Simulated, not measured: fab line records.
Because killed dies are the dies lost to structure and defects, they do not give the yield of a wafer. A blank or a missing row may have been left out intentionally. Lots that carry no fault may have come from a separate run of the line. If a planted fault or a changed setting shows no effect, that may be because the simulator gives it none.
Chamber matching || flow n5Finfet || rieDiel-01 running N5_MIM_TOP_LITHO_DESCUM_10: 4 sister chambers
The step chemistry O2, time 7.9 s. 18 wafers are shown with their chamber, then 9 later ones without.

== WAFERS, EACH WITH ITS CHAMBER ==
{"wafer": "L079.2", "chamber": 1, "throttleValvePct (%)": 20.65, "showerheadPlenumPTorr (Torr)": 2.06, "oesProductAu (a.u.)": 0.85}
{"wafer": "L079.3", "chamber": 2, "throttleValvePct (%)": 19.96, "showerheadPlenumPTorr (Torr)": 2.04, "oesProductAu (a.u.)": 0.93}
{"wafer": "L079.4", "chamber": 1, "throttleValvePct (%)": 20.65, "showerheadPlenumPTorr (Torr)": 2.06, "oesProductAu (a.u.)": 0.85}
{"wafer": "L081.1", "chamber": 1, "throttleValvePct (%)": 20.67, "showerheadPlenumPTorr (Torr)": 2.06, "oesProductAu (a.u.)": 0.85}
{"wafer": "L081.2", "chamber": 2, "throttleValvePct (%)": 19.96, "showerheadPlenumPTorr (Torr)": 2.04, "oesProductAu (a.u.)": 0.92}
{"wafer": "L081.6", "chamber": 1, "throttleValvePct (%)": 20.66, "showerheadPlenumPTorr (Torr)": 2.06, "oesProductAu (a.u.)": 0.85}
{"wafer": "L083.1", "chamber": 1, "throttleValvePct (%)": 20.65, "showerheadPlenumPTorr (Torr)": 2.06, "oesProductAu (a.u.)": 0.84}
{"wafer": "L083.2", "chamber": 0, "throttleValvePct (%)": 20.41, "showerheadPlenumPTorr (Torr)": 2.17, "oesProductAu (a.u.)": 0.74}
{"wafer": "L083.5", "chamber": 1, "throttleValvePct (%)": 20.67, "showerheadPlenumPTorr (Torr)": 2.06, "oesProductAu (a.u.)": 0.85}
{"wafer": "L080.2", "chamber": 2, "throttleValvePct (%)": 19.97, "showerheadPlenumPTorr (Torr)": 2.04, "oesProductAu (a.u.)": 0.92}
{"wafer": "L080.4", "chamber": 1, "throttleValvePct (%)": 20.65, "showerheadPlenumPTorr (Torr)": 2.06, "oesProductAu (a.u.)": 0.84}
{"wafer": "L080.5", "chamber": 2, "throttleValvePct (%)": 19.96, "showerheadPlenumPTorr (Torr)": 2.04, "oesProductAu (a.u.)": 0.92}
{"wafer": "L082.1", "chamber": 1, "throttleValvePct (%)": 20.67, "showerheadPlenumPTorr (Torr)": 2.06, "oesProductAu (a.u.)": 0.84}
{"wafer": "L082.3", "chamber": 0, "throttleValvePct (%)": 20.41, "showerheadPlenumPTorr (Torr)": 2.17, "oesProductAu (a.u.)": 0.73}
{"wafer": "L082.6", "chamber": 2, "throttleValvePct (%)": 19.97, "showerheadPlenumPTorr (Torr)": 2.04, "oesProductAu (a.u.)": 0.93}
{"wafer": "L084.1", "chamber": 3, "throttleValvePct (%)": 20.09, "showerheadPlenumPTorr (Torr)": 2.07, "oesProductAu (a.u.)": 0.98}
{"wafer": "L084.3", "chamber": 0, "throttleValvePct (%)": 20.43, "showerheadPlenumPTorr (Torr)": 2.16, "oesProductAu (a.u.)": 0.73}
{"wafer": "L084.5", "chamber": 2, "throttleValvePct (%)": 19.98, "showerheadPlenumPTorr (Torr)": 2.04, "oesProductAu (a.u.)": 0.92}

SIGNATURES (averages over the wafers above)
{"reading": "throttleValvePct", "chamber 0": 20.4167, "chamber 1": 20.6588, "chamber 2": 19.9667, "chamber 3": 20.0900, "scatter within a chamber": 0.00959}
{"reading": "showerheadPlenumPTorr", "chamber 0": 2.1667, "chamber 1": 2.0600, "chamber 2": 2.0400, "chamber 3": 2.0700, "scatter within a chamber": 0.00218}
{"reading": "oesProductAu", "chamber 0": 0.7333, "chamber 1": 0.8462, "chamber 2": 0.9233, "chamber 3": 0.9800, "scatter within a chamber": 0.00526}
Rule: for each reading, subtract the chamber's mean from the wafer's reading, divide by that reading's scatter and square the result; add these up over the readings and take the root, which gives the wafer's distance from the chamber. If the next closest chamber is less than 2 further off than the closest, the wafer can't be placed; otherwise it belongs to the closest. How the scatter is found: for the shown wafers, subtract from each reading the mean of its chamber, square and add these, divide the total by (wafers less chambers), then take the root.

== WAFERS WITH NO CHAMBER GIVEN ==
{"wafer": "L086.3", "throttleValvePct (%)": 20.09, "showerheadPlenumPTorr (Torr)": 2.07, "oesProductAu (a.u.)": 0.97}
{"wafer": "L086.5", "throttleValvePct (%)": 20.43, "showerheadPlenumPTorr (Torr)": 2.17, "oesProductAu (a.u.)": 0.73}
{"wafer": "L086.6", "throttleValvePct (%)": 20.10, "showerheadPlenumPTorr (Torr)": 2.07, "oesProductAu (a.u.)": 0.97}
{"wafer": "L092.3", "throttleValvePct (%)": 20.45, "showerheadPlenumPTorr (Torr)": 2.16, "oesProductAu (a.u.)": 0.72}
{"wafer": "L092.5", "throttleValvePct (%)": 20.69, "showerheadPlenumPTorr (Torr)": 2.05, "oesProductAu (a.u.)": 0.82}
{"wafer": "L092.6", "throttleValvePct (%)": 20.01, "showerheadPlenumPTorr (Torr)": 2.03, "oesProductAu (a.u.)": 0.89}
{"wafer": "L096.1", "throttleValvePct (%)": 20.71, "showerheadPlenumPTorr (Torr)": 2.05, "oesProductAu (a.u.)": 0.80}
{"wafer": "L096.5", "throttleValvePct (%)": 20.48, "showerheadPlenumPTorr (Torr)": 2.16, "oesProductAu (a.u.)": 0.70}
{"wafer": "L096.6", "throttleValvePct (%)": 20.70, "showerheadPlenumPTorr (Torr)": 2.05, "oesProductAu (a.u.)": 0.81}

== CHAMBER TAKEN BY EACH ==
{"wafer": "L086.3", "from the rows above": 3, "in truth": 3}
{"wafer": "L086.5", "from the rows above": 0, "in truth": 0}
{"wafer": "L086.6", "from the rows above": 3, "in truth": 3}
{"wafer": "L092.3", "from the rows above": 0, "in truth": 0}
{"wafer": "L092.5", "from the rows above": 1, "in truth": 1}
{"wafer": "L092.6", "from the rows above": 2, "in truth": 2}
{"wafer": "L096.1", "from the rows above": 1, "in truth": 1}
{"wafer": "L096.5", "from the rows above": 0, "in truth": 0}
{"wafer": "L096.6", "from the rows above": 1, "in truth": 1}
Placed correctly: 9 of 9. Left unplaced by these rows: 0. Placed wrongly: 0.
